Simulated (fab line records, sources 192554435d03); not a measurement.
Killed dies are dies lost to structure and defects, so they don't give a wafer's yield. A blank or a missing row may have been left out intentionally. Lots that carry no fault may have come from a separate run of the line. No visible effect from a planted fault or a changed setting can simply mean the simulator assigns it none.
Split-lot experiment ; flow n5Finfet ; 7 lots, 21 wafers read, on a route of 1938 steps

== SPLIT DETAILS ==
At N5_BEOL_M14_EXPOSE_07 (exposes mask V13), the setting doseMj was moved away from the recipe's 57 on 6 of the 21 wafers read, by -2.6% to +4.9%. All remaining wafers had this setting at the recipe value.

== FROM THE SPLIT TO THE READING: what the file shows between them, 4 steps ==
- N5_BEOL_M14_PEB_08: peb time 90 s
- N5_BEOL_M14_DEVELOP_09: develop time 45 s
- N5_BEOL_M14_STRIP_71: strips in post etch residue remover, time 60 s
- N5_BEOL_M14_SRD_72: time 30 s, dry time 30 s

== THE READING ==
At N5_BEOL_M14_CD_MEAS_17: cdNm in nanometres, against a target cd of 250 nm. Fault-free wafers of this fab line usually give 248.8 nm, standard deviation 2.9 nm.

wafer;tool, chamber at the split;doseMj as run;against the recipe;cdNm, nm;against lot-mates on the recipe
L078.1;krfScanner-02, 0;57;recipe;252.0;-
L078.3;krfScanner-02, 0;57;recipe;254.3;-
L078.5;krfScanner-02, 0;57;recipe;251.7;-
L080.2;krfScanner-01, 0;57;recipe;246.8;-
L080.3;krfScanner-01, 0;55.49;-2.6%;242.6;-4.2
L080.4;krfScanner-01, 0;55.49;-2.6%;244.6;-2.2
L082.3;krfScanner-02, 0;57;recipe;245.0;-
L082.5;krfScanner-02, 0;57;recipe;248.0;-
L082.6;krfScanner-02, 0;57;recipe;247.6;-
L085.1;krfScanner-01, 0;57;recipe;245.7;-
L085.5;krfScanner-01, 0;58.94;+3.4%;253.2;+7.4
L085.6;krfScanner-01, 0;57;recipe;245.8;-
L089.3;krfScanner-01, 0;57;recipe;247.0;-
L089.5;krfScanner-01, 0;58.8;+3.2%;255.3;+6.0
L089.6;krfScanner-01, 0;57;recipe;251.7;-
L092.2;krfScanner-01, 0;57;recipe;247.5;-
L092.5;krfScanner-01, 0;57;recipe;246.9;-
L092.6;krfScanner-01, 0;57;recipe;247.8;-
L094.1;krfScanner-01, 0;57;recipe;247.0;-
L094.3;krfScanner-01, 0;59.77;+4.9%;254.4;+7.4
L094.4;krfScanner-01, 0;59.77;+4.9%;257.3;+10.3

THE FIT
A straight line over all 21 wafers: cdNm changes by +1.66 nm for each +1% of doseMj; r = +0.80; the points scatter about the line by 2.5 nm.
The same after taking each lot's own level away (the mean of its wafers on the recipe; 21 wafers): +1.74 nm for each +1%; r = +0.94; scatter 1.3 nm.
On that fit, the largest move of doseMj shifts the reading by 8.5 nm.
From 245.75 to 252.67 nm: that is the span of the lots' own levels, equal to 2.4 times the standard deviation above.
The two slopes agree, so the slope changes little with the lot-to-lot level.
Check: with one of the wafers moved furthest among these (+4.9%) left out of the fit, the line predicts +9.27 nm for it against its lot-mates. It came out at +7.4 nm against them.

== OTHER SPLITS APPLIED TO THESE WAFERS ==
Note: prior to the reading, these wafers also went through further splits. Each is held against what the fit with the lots' levels taken away leaves over:
other split on the same wafers;wafers away from the commonest value;r with cdNm (lot level and that fit taken away)
N5_BEOL_M8_COAT_05 spinRpm;8;+0.06
N5_BEOL_M10_COAT_60 spinRpm;7;-0.24
N5_BEOL_M10_EXPOSE_08 doseMj;6;-0.29
N5_BEOL_M12_ILD_DEP_00 timeS;7;-0.09
N5_BEOL_M12_PEB_08 pebTimeS;6;-0.26

== FILE'S OWN FIT ==
cdNm changes by +1.83 nm for each +1% of doseMj, r = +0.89.
